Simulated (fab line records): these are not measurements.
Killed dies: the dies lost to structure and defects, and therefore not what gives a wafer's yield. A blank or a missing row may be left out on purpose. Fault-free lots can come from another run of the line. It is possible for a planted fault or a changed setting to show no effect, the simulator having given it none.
What tool caused it? + flow n5Finfet + 10 lots with 30 wafers sampled at 5 steps, on a route of 1938 steps

## WHAT THE GAUGES READ, wafer by wafer
N5_BEOL_M0_SAQP_OVL_MEAS_41. Usual: M0_CUT1_OVL gives 0.4 nm (standard deviation 0.64).
| lot  | measured     | on         | M0_CUT1_OVL (nm) | flag |
|------|--------------|------------|------------------|------|
| L867 | day 6 08:20  | overlay-02 | 1.2 0.7 1.6      |      |
| L871 | day 7 10:32  | overlay-02 | 0.7 1.3 0.8      |      |
| L872 | day 7 17:25  | overlay-01 | 0.6 0.1 -0.3     |      |
| L873 | day 7 20:43  | overlay-01 | 1.1 1.0 1.0      |      |
| L877 | day 9 05:30  | overlay-02 | 0.1 0.5 0.5      |      |
| L880 | day 9 14:00  | overlay-02 | -0.2 0.2 0.5     |      |
| L881 | day 9 22:41  | overlay-01 | 0.9 0.3 1.0      |      |
| L882 | day 10 06:59 | overlay-01 | 0.8 0.0 -0.5     |      |
| L885 | day 10 21:33 | overlay-02 | 2.0 1.0 1.0      |      |
| L886 | day 11 08:00 | overlay-01 | -0.2 0.0 -0.5    |      |

N5_BEOL_M4_RC_MEAS_101. Usual: DIBL_N 36.3 mV/V, standard deviation 1.4; DIBL_P 36.2 mV/V, standard deviation 1.5; IOFF_N 0.160 nA/um, standard deviation 0.021; IOFF_P 0.211 nA/um, standard deviation 0.027; ION_N 676 uA/um, standard deviation 7.7; ION_P 463 uA/um, standard deviation 5.5; SS_N 71.4 mV/dec, standard deviation 0.57; SS_P 73.3 mV/dec, standard deviation 0.58; VT_N 249.3 mV, standard deviation 2.5; VT_P -250.1 mV, standard deviation 2.6.
| lot  | measured     | on        | DIBL_N (mV/V)  | DIBL_P (mV/V)  | IOFF_N (nA/um)    | IOFF_P (nA/um)    | ION_N (uA/um) | ION_P (uA/um) | SS_N (mV/dec)  | SS_P (mV/dec)  | VT_N (mV)         | VT_P (mV)            | flag |
|------|--------------|-----------|----------------|----------------|-------------------|-------------------|---------------|---------------|----------------|----------------|-------------------|----------------------|------|
| L867 | day 8 15:43  | prober-02 | 37.4 37.2 37.6 | 37.7 36.4 37.6 | 0.176 0.156 0.172 | 0.234 0.216 0.230 | 681 669 673   | 472 460 465   | 71.2 71.7 71.4 | 74.2 74.4 73.6 | 245.6 251.1 246.3 | -246.2 -246.7 -246.6 |      |
| L877 | day 11 20:33 | prober-01 | 34.9 36.3 35.6 | 35.2 37.1 36.3 | 0.158 0.175 0.160 | 0.207 0.234 0.216 | 677 687 682   | 462 473 464   | 71.9 71.6 71.2 | 73.0 73.6 73.1 | 249.8 248.8 248.1 | -250.5 -247.4 -248.5 |      |
| L880 | day 12 01:35 | prober-01 | 38.8 36.8 35.9 | 38.3 36.7 34.8 | 0.210 0.172 0.150 | 0.260 0.236 0.195 | 679 685 666   | 466 462 452   | 71.5 71.6 71.4 | 73.9 73.6 73.1 | 245.5 248.6 250.7 | -248.1 -248.9 -251.8 |      |
| L881 | day 12 01:40 | prober-02 | 36.1 36.1 35.0 | 35.1 34.6 33.8 | 0.162 0.162 0.150 | 0.204 0.194 0.184 | 672 681 680   | 465 463 463   | 71.2 71.5 70.9 | 72.9 73.4 72.8 | 248.7 248.9 250.5 | -249.9 -252.3 -251.6 |      |
| L882 | day 12 19:37 | prober-02 | 35.0 35.2 38.0 | 34.3 34.6 37.7 | 0.146 0.144 0.191 | 0.194 0.202 0.251 | 679 667 679   | 467 462 467   | 70.6 70.2 70.8 | 72.6 72.6 73.4 | 249.2 249.8 243.9 | -249.9 -249.2 -248.9 |      |
| L885 | day 13 12:47 | prober-01 | 36.7 34.1 34.5 | 38.9 35.2 36.2 | 0.172 0.128 0.141 | 0.245 0.191 0.199 | 678 662 671   | 468 462 461   | 71.2 70.9 70.6 | 73.8 72.5 73.5 | 248.6 250.9 251.8 | -249.6 -248.4 -251.2 |      |
| L886 | day 13 20:19 | prober-01 | 36.9 36.1 37.2 | 37.2 36.4 37.9 | 0.179 0.162 0.189 | 0.233 0.231 0.242 | 680 683 687   | 468 469 471   | 71.7 71.4 72.7 | 73.4 74.0 74.3 | 249.0 249.9 247.6 | -246.6 -250.1 -248.8 |      |

## WHAT TOOL EACH LOT RAN ON (gives the tool, then ch and the chambers of the sampled wafers, and finally the start)
| lot  | N5_BEOL_M0_SAQP_DESCUM_45         | N5_BEOL_M0_SAQP_ALD_48           | N5_BEOL_M0_SAQP_ETCH_49           |
|------|-----------------------------------|----------------------------------|-----------------------------------|
| L867 | rieDiel-03 ch 0,1,3, day 6 08:35  | aldSin-04 ch 0,1,3, day 6 10:08  | rieDiel-02 ch 0,1,3, day 6 10:39  |
| L871 | rieDiel-03 ch 0,1,2, day 7 10:37  | aldSin-04 ch 0,1,2, day 7 10:53  | rieDiel-01 ch 0,1,3, day 7 11:25  |
| L872 | rieDiel-01 ch 0,1,3, day 7 17:31  | aldSin-03 ch 1,2, day 7 18:07    | rieDiel-03 ch 0,2,3, day 7 18:49  |
| L873 | rieDiel-02 ch 1,3, day 7 20:48    | aldSin-03 ch 0,2, day 7 21:05    | rieDiel-01 ch 0,1,2, day 7 21:37  |
| L877 | rieDiel-01 ch 0,1,3, day 9 05:40  | aldSin-04 ch 1,2,3, day 9 05:57  | rieDiel-03 ch 0,2,3, day 9 06:31  |
| L880 | rieDiel-01 ch 0,2, day 9 14:05    | aldSin-03 ch 1,2, day 9 14:22    | rieDiel-02 ch 1,2, day 9 14:53    |
| L881 | rieDiel-02 ch 0,2,3, day 9 22:56  | aldSin-04 ch 0,1,2, day 9 23:14  | rieDiel-03 ch 0,1,2, day 9 23:45  |
| L882 | rieDiel-01 ch 0,2,3, day 10 07:07 | aldSin-04 ch 2,3, day 10 07:25   | rieDiel-01 ch 0,3, day 10 07:56   |
| L885 | rieDiel-02 ch 1,2,3, day 10 21:38 | aldSin-01 ch 1,2,3, day 10 21:55 | rieDiel-01 ch 0,1,2, day 10 22:46 |
| L886 | rieDiel-03 ch 1,2, day 11 08:05   | aldSin-03 ch 0,1, day 11 08:23   | rieDiel-02 ch 0,1,2, day 11 09:13 |
- N5_BEOL_M0_SAQP_DESCUM_45: chemistry O2, time 7 s.
- N5_BEOL_M0_SAQP_ALD_48: deposits SiO2, target thk 20 nm, pulse time 1 s, co reactant pulse time 1 s.
- N5_BEOL_M0_SAQP_ETCH_49: etches SiO2 in CF4/O2, target depth 37 nm.

## WHAT THE TOOLS THEMSELVES READ (means of the sampled wafers that have a number; where no wafer has one, the mark that the record gives instead)
N5_BEOL_M0_SAQP_DESCUM_45. Usual: drypumpMotorCurrentA 5.6 A, standard deviation 0.53; oesProductAu 0.82 a.u., standard deviation 0.088; rfVppV 243.6 V, standard deviation 1.3; showerheadPlenumPTorr 2.12 Torr, standard deviation 0.066; throttleValvePct 20.34 %, standard deviation 0.22.
| lot  | tool       | drypumpMotorCurrentA (A) | oesProductAu (a.u.) | rfVppV (V) | showerheadPlenumPTorr (Torr) | throttleValvePct (%) | flag |
|------|------------|--------------------------|---------------------|------------|------------------------------|----------------------|------|
| L867 | rieDiel-03 | 6.0                      | 0.89                | 244.4      | 2.12                         | 20.20                |      |
| L871 | rieDiel-03 | 6.2                      | 0.86                | 244.0      | 2.15                         | 20.17                |      |
| L872 | rieDiel-01 | 5.7                      | 0.85                | 244.0      | 2.15                         | 20.40                |      |
| L873 | rieDiel-02 | 5.5                      | 0.69                | 243.2      | 2.09                         | 20.74                |      |
| L877 | rieDiel-01 | 5.7                      | 0.84                | 244.3      | 2.15                         | 20.42                |      |
| L880 | rieDiel-01 | 5.2                      | 0.83                | 243.0      | 2.09                         | 20.29                |      |
| L881 | rieDiel-02 | 5.4                      | 0.75                | 244.0      | 2.11                         | 20.36                |      |
| L882 | rieDiel-01 | 5.4                      | 0.84                | 243.2      | 2.13                         | 20.36                |      |
| L885 | rieDiel-02 | 5.2                      | 0.82                | 243.2      | 2.07                         | 20.51                |      |
| L886 | rieDiel-03 | 6.5                      | 0.79                | 243.7      | 2.19                         | 20.31                |      |

N5_BEOL_M0_SAQP_ALD_48. Usual: chamberPressureTorr 2.000 Torr, standard deviation 0.0043; heaterPowerW 78 W, standard deviation 8; precursorPulseHeightRel 1.002, standard deviation 0.023.
| lot  | tool      | chamberPressureTorr (Torr) | heaterPowerW (W) | precursorPulseHeightRel | flag |
|------|-----------|----------------------------|------------------|-------------------------|------|
| L867 | aldSin-04 | 2.003                      | 80               | 1.000                   |      |
| L871 | aldSin-04 | -                          | -                | -                       | OFF  |
| L872 | aldSin-03 | -                          | -                | -                       | OFF  |
| L873 | aldSin-03 | -                          | -                | -                       | OFF  |
| L877 | aldSin-04 | 1.997                      | 79               | 1.002                   |      |
| L880 | aldSin-03 | 2.001                      | 66               | 0.999                   |      |
| L881 | aldSin-04 | 2.001                      | 85               | 0.985                   |      |
| L882 | aldSin-04 | 2.006                      | 79               | 1.006                   |      |
| L885 | aldSin-01 | 1.997                      | 83               | 0.986                   |      |
| L886 | aldSin-03 | 1.998                      | 77               | 1.022                   |      |

N5_BEOL_M0_SAQP_ETCH_49. Usual: cf4FlowSccm 100.0 sccm, standard deviation 0.31; drypumpMotorCurrentA 5.6 A, standard deviation 0.52; oesProductAu 0.80 a.u., standard deviation 0.081; rfVppV 241.6 V, standard deviation 2.1; showerheadPlenumPTorr 2.24 Torr, standard deviation 0.065; throttleValvePct 15.80 %, standard deviation 0.26.
| lot  | tool       | cf4FlowSccm (sccm) | drypumpMotorCurrentA (A) | oesProductAu (a.u.) | rfVppV (V) | showerheadPlenumPTorr (Torr) | throttleValvePct (%) | flag |
|------|------------|--------------------|--------------------------|---------------------|------------|------------------------------|----------------------|------|
| L867 | rieDiel-02 | 100.0              | 5.6                      | 0.73                | 241.4      | 2.25                         | 15.94                |      |
| L871 | rieDiel-01 | 99.9               | 5.7                      | 0.85                | 243.9      | 2.27                         | 15.80                |      |
| L872 | rieDiel-03 | 100.0              | 5.9                      | 0.92                | 241.2      | 2.25                         | 15.51                |      |
| L873 | rieDiel-01 | 99.8               | 5.5                      | 0.82                | 240.9      | 2.23                         | 15.74                |      |
| L877 | rieDiel-03 | 100.1              | 5.9                      | 0.89                | 241.8      | 2.24                         | 15.54                |      |
| L880 | rieDiel-02 | 99.8               | 5.3                      | 0.76                | 239.4      | 2.15                         | 16.02                |      |
| L881 | rieDiel-03 | 99.8               | 6.2                      | 0.84                | 241.5      | 2.25                         | 15.63                |      |
| L882 | rieDiel-01 | 100.1              | 5.7                      | 0.84                | 243.7      | 2.30                         | 15.87                |      |
| L885 | rieDiel-01 | 100.0              | 5.5                      | 0.80                | 242.2      | 2.22                         | 15.78                |      |
| L886 | rieDiel-02 | 99.9               | 5.6                      | 0.84                | 240.0      | 2.20                         | 15.75                |      |

## THE ANSWER, worked out from the rows above alone
Rule: lot off if the mean of its wafers having a number is beyond 3 standard deviations from the usual mean. A lot without any number at a reading at which 4 lots or more have one is off too. The other lots that the step has rows for count as sound. After the gauges, taken in route order, come the tools' own readings; for these a lot's mean is taken, as printed above. At the first step where some lot is off, the reading lying furthest off is the one used; lots without a number count as furthest.
Off: L871, L872, L873, at N5_BEOL_M0_SAQP_ALD_48 (chamberPressureTorr). Without a number there: L871, L872, L873.
A tool fits if, at that step or a process step before it, it ran every lot that is off, and no sound lot after the first of them. Not one of the candidates tried fits.

## WHAT HAD BEEN PUT IN BY THE SIMULATOR
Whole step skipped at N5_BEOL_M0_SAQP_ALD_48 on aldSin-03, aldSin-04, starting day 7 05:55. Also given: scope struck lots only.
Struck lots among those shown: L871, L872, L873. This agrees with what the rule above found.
